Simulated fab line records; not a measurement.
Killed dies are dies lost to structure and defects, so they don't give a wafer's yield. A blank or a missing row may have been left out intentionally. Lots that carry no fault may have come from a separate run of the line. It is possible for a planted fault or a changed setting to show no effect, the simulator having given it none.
fab line records	flow nand-harc
record: lots: 12	wafers: 34	last-day: 25
route steps=1159 shown A_CONTACT@955 A_BLC@974 END@1159
lots that met no fault: taken from a fault-free run of the same line
start-h: hours from the record's opening day to when the first of the lot's shown wafers began	wait-h: time in hours since the lot's previous step	" the same as in the row above	L1.1+2: a row that stands for several wafers	- value missing, or start not given	* or withheld: withheld	< > ~ a bound
route shown NAME@n: a module of which the file shows steps, and the number in the route of the first	usual: mean/standard deviation taken from wafers without a fault	same: alike in all rows	chamber/n: place in a boat	sites: per-site readings	_std_site: how widely they spread, as a standard deviation	_edge_site: mean of outer sites minus mean of inner sites	radius-mm: for every site, how far away it sits from the centre of the wafer	mask NAME#n: copy n	behind: the last tool/chamber to shape the wafer	hold: the reason the lot was held/the length of the hold in hours/how it ended	device: the n, p or np transistor that did not switch	end of line: tests of these same wafers at the route's end	for a step that has no rows: nothing shown but its recipe	killed: dies lost to structure and defects at the first sort, not the wafer's yield	map: a wafer's dies, marking killed ones x, the rest . and places with no die _
set.NAME: the setting as run; set.NAME@STEP: as run at that earlier step	model.NAME: the simulator's own value behind a step, which no gauge read
one table for each step of the route and one row for each wafer, over a sample of lots
services: a tool's chamber out of use, with start hour (start-h, from the record's first day; less than 0 if before it), hours out, and reason
== steps ==
step: NHARC_A_CONTACT_ETCH_110
recipe: target-depth-a: 500	overetch-a: 50	time-s: 27.5	ion-energy-ev: 100	cf4-flow-sccm: 80	o2-flow-sccm: 20	ar-flow-sccm: 0	rf-w: 300	bias-w: 100	chemistry: CF4/O2
usual: drypump-motor-current-A: 5.7/0.51	mfc-ar-sccm: 0.008/0.0081	oes-product-au: 1.003/0.014	rf-vpp-V: 197.3/1.6	run-length-s: 48.9/0.39	showerhead-plenum-p-Torr: 1.31/0.063	throttle-valve-pct: 13.396/0.0095
lot.wafer	tool	chamber	start-h	wait-h	drypump-motor-current-A	mfc-ar-sccm	oes-product-au	rf-hours-counter-h	rf-vpp-V	run-length-s	showerhead-plenum-p-Torr	throttle-valve-pct
L498.3	rie-diel-05	3	377.90	0.1	5.5	0	1.010	8	197.0	48.6	1.28	13.406
L498.4	"	1	"	"	5.4	0	0.994	7	196.1	49.2	1.29	13.404
L498.2	"	2	"	"	5.6	0	0.973	8	195.7	48.9	1.28	13.400
L499.4	rie-diel-07	3	399.08	0.1	5.4	0.018	1.005	61	198.4	48.9	1.42	13.395
L499.1	"	1	"	"	6.3	0.008	1.007	56	198.0	49.3	1.37	13.393
L499.3	"	2	"	"	6.8	0.007	1.000	54	198.9	49.6	1.31	13.402
L500.3	rie-diel-07	2	403.29	0.1	6.7	0.007	1.005	56	198.1	49.2	1.31	13.388
L500.1	"	0	"	"	5.3	0.023	1.027	58	195.8	49.4	1.24	13.400
L500.6	"	2	"	"	6.7	0.007	0.999	-	196.4	49.1	1.31	13.416
L506.1	rie-diel-11	1	438.14	0.1	5.0	0	0.996	21	196.1	48.5	1.25	13.411
L506.2	"	3	"	"	5.5	0	1.016	23	196.6	49.7	1.26	13.401
L506.6	"	1	"	"	5.1	0	1.003	-	194.0	48.5	1.25	13.387
L508.5	rie-diel-07	1	449.60	0.1	6.3	0.008	1.013	-	199.5	48.9	1.37	13.427
L509.4	rie-diel-07	1	453.28	0.0	6.3	0.008	1.012	15	199.0	48.8	1.37	13.395
L509.3	"	3	"	"	5.4	0.018	0.989	18	199.2	48.8	1.42	13.397
L509.2	"	0	"	"	5.3	0.023	1.012	14	199.7	48.7	1.44	13.376
L513.3	rie-diel-05	2	475.35	0.1	5.6	0	0.983	26	198.0	48.7	1.28	13.404
L513.4	"	0	"	"	5.6	0.016	1.020	26	197.0	49.2	1.25	13.395
L513.5	"	1	"	"	5.4	0	1.000	-	195.9	49.1	1.29	13.395
L512.2	rie-diel-07	3	476.22	0.1	5.4	0.018	0.993	23	198.2	48.8	1.41	13.396
L512.6	"	2	"	"	6.8	0.007	0.989	-	195.8	49.2	1.30	13.385
L512.5	"	3	"	"	5.4	0.018	0.992	-	198.5	49.0	1.41	13.401
L514.3	rie-diel-05	3	503.41	0.1	5.5	0	1.011	30	196.2	48.7	1.28	13.400
L514.1	"	0	"	"	5.6	0.016	1.005	31	197.2	48.9	1.25	13.370
L514.4	"	0	"	"	5.6	0.016	0.992	-	197.2	48.7	1.25	13.399
L519.4	rie-diel-11	1	521.19	0.2	5.1	0	0.976	49	196.7	48.9	1.24	13.386
L519.2	"	3	"	"	5.5	0	0.991	48	198.1	49.3	1.26	13.389
L519.6	"	1	"	"	5.1	0	0.976	-	195.2	48.9	1.24	13.393
L517.2	rie-diel-07	1	529.29	0.1	6.3	0.008	1.014	38	198.3	48.9	1.36	13.407
L517.4	"	2	"	"	6.8	0.007	0.987	-	195.7	49.2	1.30	13.401
L517.5	"	0	"	"	5.3	0.023	1.005	-	201.0	48.6	1.44	13.394
L521.3	rie-diel-07	2	529.64	0.1	6.8	0.007	0.994	43	197.1	49.3	1.30	13.402
L521.2	"	0	"	"	5.3	0.023	1.013	37	200.3	49.1	1.44	13.393
L521.4	"	2	"	"	6.7	0.007	0.997	-	196.2	49.3	1.30	13.420
step: NHARC_A_BLC_CD_MEAS_10
recipe: target-cd-nm: 100	landing-energy-ev: 500
usual: cd-nm: 100.1/0.78
lot.wafer	tool	chamber	start-h	wait-h	cd-nm
L498.2	cd-sem-01	0	392.34	-	100.3
L498.3	"	0	"	"	100.0
L498.4	"	0	"	"	99.0
L499.1	cd-sem-02	0	401.76	-	100.2
L499.3	"	0	"	"	98.7
L499.4	"	0	"	"	99.3
L500.1	cd-sem-01	0	405.91	-	100.2
L500.3	"	0	"	"	99.2
L500.6	"	0	"	"	99.7
L506.1	cd-sem-03	0	440.78	-	100.4
L506.2	"	0	"	"	100.5
L506.6	"	0	"	"	100.2
L508.5	cd-sem-03	0	456.99	-	100.3
L509.2	cd-sem-03	0	457.73	-	101.0
L509.3	"	0	"	"	100.3
L509.4	"	0	"	"	100.0
L513.3	cd-sem-01	0	483.14	-	100.6
L513.4	"	0	"	"	100.3
L513.5	"	0	"	"	99.2
L512.2	cd-sem-02	0	483.90	-	100.0
L512.5	"	0	"	"	100.0
L512.6	"	0	"	"	101.0
L514.1	cd-sem-02	0	508.36	-	100.5
L514.3	"	0	"	"	101.1
L514.4	"	0	"	"	100.6
L519.2	cd-sem-02	0	523.74	-	99.2
L519.4	"	0	"	"	100.1
L519.6	"	0	"	"	98.8
L517.2	cd-sem-01	0	532.02	-	99.7
L517.4	"	0	"	"	100.8
L517.5	"	0	"	"	100.6
L521.2	cd-sem-02	0	532.76	-	99.8
L521.3	"	0	"	"	99.8
L521.4	"	0	"	"	99.0
step: NHARC_A_BLC_ETCH_17
recipe: target-depth-a: 3900	over-etch-frac: 0.25	time-s: 609.38	ion-energy-ev: 200	n2-flow-sccm: 150	h2-flow-sccm: 150	ar-flow-sccm: 0	rf-w: 400	bias-w: 150	chemistry: N2/H2
usual: drypump-motor-current-A: 5.7/0.46	mfc-ar-sccm: 0.015/0.012	oes-product-au: 1.003/0.014	rf-vpp-V: 428.3/1.9	run-length-s: 630.7/0.48	showerhead-plenum-p-Torr: 1.96/0.062	throttle-valve-pct: 14.172/0.01
lot.wafer	tool	chamber	start-h	wait-h	drypump-motor-current-A	mfc-ar-sccm	oes-product-au	rf-hours-counter-h	rf-vpp-V	run-length-s	showerhead-plenum-p-Torr	throttle-valve-pct
L498.3	rie-diel-01	0	392.70	-	6.6	0	1.004	27	426.4	630.8	1.89	14.169
L498.2	"	1	"	"	5.2	0.005	1.004	26	431.2	631.5	2.07	14.198
L498.4	"	2	"	"	5.7	0.024	1.002	23	427.3	631.0	1.94	14.165
L499.1	rie-diel-09	3	402.12	-	6.5	0.019	0.993	14	427.6	629.9	1.92	14.151
L499.4	"	1	"	"	5.0	0.040	0.996	14	428.5	630.6	1.99	14.171
L499.3	"	2	"	"	5.1	0.005	1.006	12	427.5	630.2	1.93	14.173
L500.1	rie-diel-03	1	406.27	-	5.7	0.020	1.012	1	425.7	630.9	1.89	14.157
L500.3	"	3	"	"	6.0	0.003	1.002	1	426.1	630.3	1.90	14.165
L500.6	"	1	"	"	5.6	0.020	1.015	-	427.8	631.2	1.89	14.181
L506.2	rie-diel-09	2	441.15	-	5.1	0.005	0.992	0	428.7	630.4	1.93	14.184
L506.1	"	0	"	"	5.7	0	1.020	0	427.9	630.7	1.96	14.170
L506.6	"	2	"	"	5.1	0.005	1.001	-	426.9	630.4	1.93	14.190
L508.5	rie-diel-03	2	457.56	-	5.7	0.014	1.006	-	431.9	613.9	2.05	14.181
L509.4	rie-diel-09	1	458.09	-	5.1	0.040	0.996	2	428.9	630.7	1.98	14.165
L509.3	"	2	"	"	5.1	0.005	0.995	2	427.5	630.0	1.93	14.162
L509.2	"	3	"	"	6.5	0.019	1.006	2	426.8	630.2	1.92	14.175
L513.3	rie-diel-09	2	483.58	-	5.1	0.005	1.009	4	427.6	630.0	1.93	14.157
L513.4	"	3	"	"	6.5	0.019	0.982	4	426.9	629.8	1.92	14.168
L513.5	"	0	"	"	5.7	0	1.010	-	429.0	630.8	1.96	14.177
L512.2	rie-diel-01	0	484.35	-	6.6	0	0.998	59	426.1	630.3	1.88	14.171
L512.6	"	2	"	"	5.7	0.024	1.021	-	427.1	631.3	1.94	14.168
L512.5	"	3	"	"	4.8	0.040	0.998	-	427.6	630.9	1.94	14.154
L514.3	rie-diel-09	3	508.77	-	6.5	0.019	0.989	6	426.0	629.8	1.92	14.187
L514.4	"	0	"	"	5.7	0	1.003	5	426.8	630.8	1.96	14.170
L514.1	"	1	"	"	5.1	0.040	0.966	6	429.3	630.2	1.98	14.183
L519.4	rie-diel-09	0	524.10	-	5.7	0	1.025	8	428.0	631.1	1.96	14.180
L519.2	"	1	"	"	5.0	0.040	0.982	8	429.3	630.9	1.98	14.188
L519.6	"	1	"	"	5.0	0.040	0.994	-	428.2	630.2	1.98	14.168
L517.2	rie-diel-03	0	532.38	-	6.0	0.019	1.025	15	431.0	631.3	2.05	14.163
L517.4	"	2	"	"	5.7	0.014	0.999	16	431.6	631.0	2.04	14.170
L517.5	"	1	"	"	5.7	0.020	0.995	-	427.7	631.0	1.89	14.183
L521.3	rie-diel-09	2	533.12	-	5.1	0.005	0.995	9	427.0	630.6	1.93	14.165
L521.4	"	3	"	"	6.5	0.019	0.996	9	429.1	629.7	1.92	14.196
L521.2	"	1	"	"	5.1	0.040	0.989	9	427.5	630.3	1.98	14.171
step: NHARC_A_BLC_ETCH_18
recipe: target-depth-a: 9100	c4f8-flow-sccm: 20	o2-flow-sccm: 10	ar-flow-sccm: withheld	rf-w: 600	bias-w: 1500	chemistry: C4F8/O2/Ar
usual: oes-product-au: 0.962/0.023	rf-vpp-V: 973/4.1
lot.wafer	tool	chamber	start-h	wait-h	oes-product-au	rf-hours-counter-h	rf-vpp-V
L498.2	rie-diel-01	3	-	-	0.985	27	974
L498.3	"	0	"	"	0.968	28	968
L498.4	"	2	"	"	0.986	24	971
L499.4	rie-diel-09	0	-	-	0.974	15	974
L499.3	"	2	"	"	0.969	13	971
L499.1	"	3	"	"	0.974	15	971
L500.3	rie-diel-03	2	-	-	0.962	1	978
L500.1	"	3	"	"	0.984	1	970
L500.6	"	0	"	"	1.000	-	979
L506.2	rie-diel-09	1	-	-	0.963	0	976
L506.1	"	3	"	"	0.978	0	968
L506.6	"	1	"	"	0.968	-	973
L508.5	rie-diel-03	2	-	-	0.971	-	980
L509.4	rie-diel-09	2	-	-	0.979	3	971
L509.2	"	3	"	"	0.979	2	970
L509.3	"	0	"	"	0.972	2	973
L513.3	rie-diel-09	0	-	-	0.984	4	973
L513.4	"	3	"	"	0.952	4	971
L513.5	"	0	"	"	0.994	-	974
L512.2	rie-diel-01	3	-	-	0.930	61	972
L512.6	"	1	"	"	0.918	-	980
L512.5	"	2	"	"	0.926	-	973
L514.1	rie-diel-09	1	-	-	0.947	6	974
L514.4	"	2	"	"	0.963	6	971
L514.3	"	3	"	"	0.972	6	969
L519.4	rie-diel-09	3	-	-	0.979	8	971
L519.2	"	0	"	"	0.971	8	974
L519.6	"	3	"	"	0.977	-	970
L517.2	rie-diel-03	2	-	-	0.931	16	978
L517.4	"	1	"	"	0.923	17	968
L517.5	"	3	"	"	0.920	-	969
L521.4	rie-diel-09	2	-	-	0.964	10	970
L521.3	"	3	"	"	0.973	9	971
L521.2	"	0	"	"	0.969	9	973
step: NHARC_END_SORT_01
recipe: temp-c: 25
usual: killed-at-array: 28/11	killed-at-other: 0.7/0.88	killed-at-periphery: 3.1/2.2	killed-dies: 31/12	killed-open: 3.3/2	killed-short: 2.0/1.6
same: gross-dies: 677
lot.wafer	tool	chamber	start-h	wait-h	killed-at-array	killed-at-other	killed-at-periphery	killed-dies	killed-open	killed-short
L514.1	prober-01	0	570.05	2.5	42	1	6	49	5	4
L514.3	prober-01	0	571.68	3.1	43	0	4	47	6	2
L514.4	prober-01	0	572.49	3.4	41	1	0	42	0	2
L517.2	prober-01	0	586.52	2.8	24	0	2	26	1	4
L517.4	prober-01	0	588.14	3.4	30	0	1	31	5	1
L517.5	prober-01	0	588.96	3.7	30	0	6	36	9	0
killed by level:class
L514.1 A_SLIT:chamber-film-flake=16 A_CHANNEL_HOLE_D1:chamber-film-flake=8 A_STAIRCASE:chamber-film-flake=4 A_WL_FILL:chamber-film-flake=3 A_CONTACT:chamber-film-flake=3 A_WL_FILL:geometric-particle:short=2 P_GATE:chamber-film-flake=2 P_M0:chamber-film-flake=2
L514.3 A_CHANNEL_HOLE_D1:chamber-film-flake=15 A_SLIT:chamber-film-flake=12 A_STAIRCASE:chamber-film-flake=4 A_WL_FILL:chamber-film-flake=4 A_CONTACT:geometric-particle:open=3 P_M0:geometric-particle:open=2 A_CHANNEL_FILL_D1:geometric-particle:open=1 A_WL_FILL:geometric-particle:short=1
L514.4 A_CHANNEL_HOLE_D1:chamber-film-flake=18 A_SLIT:chamber-film-flake=16 A_STAIRCASE:chamber-film-flake=2 A_CONTACT:chamber-film-flake=2 A_ONON_D1:geometric-particle:short=1 A_CONTACT:geometric-particle:short=1 A_BONDPAD:chamber-film-flake=1 THIN_TSV:chamber-film-flake=1
L517.2 A_CHANNEL_HOLE_D1:chamber-film-flake=15 A_CHANNEL_FILL_D1:geometric-particle:short=2 A_STAIRCASE:chamber-film-flake=2 A_CONTACT:chamber-film-flake=2 P_M0:geometric-particle:short=1 P_M1:geometric-particle:short=1 A_CONTACT:geometric-particle:open=1 A_CHANNEL_FILL_D1:chamber-film-flake=1
L517.4 A_CHANNEL_HOLE_D1:chamber-film-flake=17 A_CONTACT:chamber-film-flake=4 A_STAIRCASE:chamber-film-flake=2 A_CHANNEL_FILL_D1:geometric-particle:open=1 A_SGD_CUT:geometric-particle:open=1 A_WL_FILL:geometric-particle:short=1 A_CONTACT:geometric-particle:open=1 A_BLC:geometric-particle:open=1
L517.5 A_CHANNEL_HOLE_D1:chamber-film-flake=15 A_CONTACT:chamber-film-flake=5 A_WL_FILL:chamber-film-flake=4 A_CONTACT:geometric-particle:open=3 P_CONTACT:geometric-particle:open=2 A_M0:geometric-particle:open=2 P_CONTACT:chamber-film-flake=2 P_M0:geometric-particle:open=1
== services ==
tool	chamber	start-h	hours	kind
rie-diel-09	0	361.31	-	clean
rie-diel-09	1	361.31	-	clean
rie-diel-09	2	361.31	-	clean
rie-diel-09	3	361.31	-	clean
rie-diel-11	-	369.76	9.0	pm
rie-diel-09	0	385.81	-	clean
rie-diel-09	1	385.81	-	clean
rie-diel-09	2	385.81	-	clean
rie-diel-09	3	385.81	-	clean
rie-diel-03	-	392.30	9.0	pm
rie-diel-05	1	402.40	9.1	repair
rie-diel-05	3	404.23	2.5	repair
rie-diel-07	-	405.52	9.0	pm
rie-diel-09	0	410.31	-	clean
rie-diel-03	2	410.34	6.7	repair
rie-diel-01	2	423.23	3.9	repair
rie-diel-09	-	431.10	9.0	pm
rie-diel-07	3	470.36	5.2	repair
rie-diel-05	2	490.41	3.5	repair
rie-diel-01	-	491.93	9.0	pm
rie-diel-05	1	500.95	8.1	repair
rie-diel-09	1	515.54	2.6	repair
rie-diel-05	-	518.63	9.0	pm
rie-diel-07	3	526.22	4.6	repair
== key ==
first-sign: step: NHARC_A_BLC_ETCH_17	reading: run-length-s	direction: down	sigmas: 35	usual: *	struck: *
effect none on later readings
met-at NHARC_A_BLC_ETCH_17
struck-lots L508
struck-wafers L508.5
tester-left-out L508
not-acting-at NHARC_A_CONTACT_ETCH_110,NHARC_A_BLC_CD_MEAS_10,NHARC_A_BLC_ETCH_18
earlier-fault: kind: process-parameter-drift	tool: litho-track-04	chamber: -	onset-h: 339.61	steps: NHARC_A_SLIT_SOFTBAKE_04	channel: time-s	offset: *	shape: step	acts-in: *	stated: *
fault: kind: process-parameter-drift	tool: rie-diel-03	chamber: 2	onset-h: 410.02	steps: NHARC_A_BLC_ETCH_17	channel: time-s	offset: *	shape: step	end-h: 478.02	acts-in: *	stated: *
tester-left-out: of these lots the tester's yield and bins aren't shown, on N5 and GAA mostly nor the transistor test; their killed dies are dies lost to structure and defects alone, not to doping, threshold or leakage, so they don't give the yield
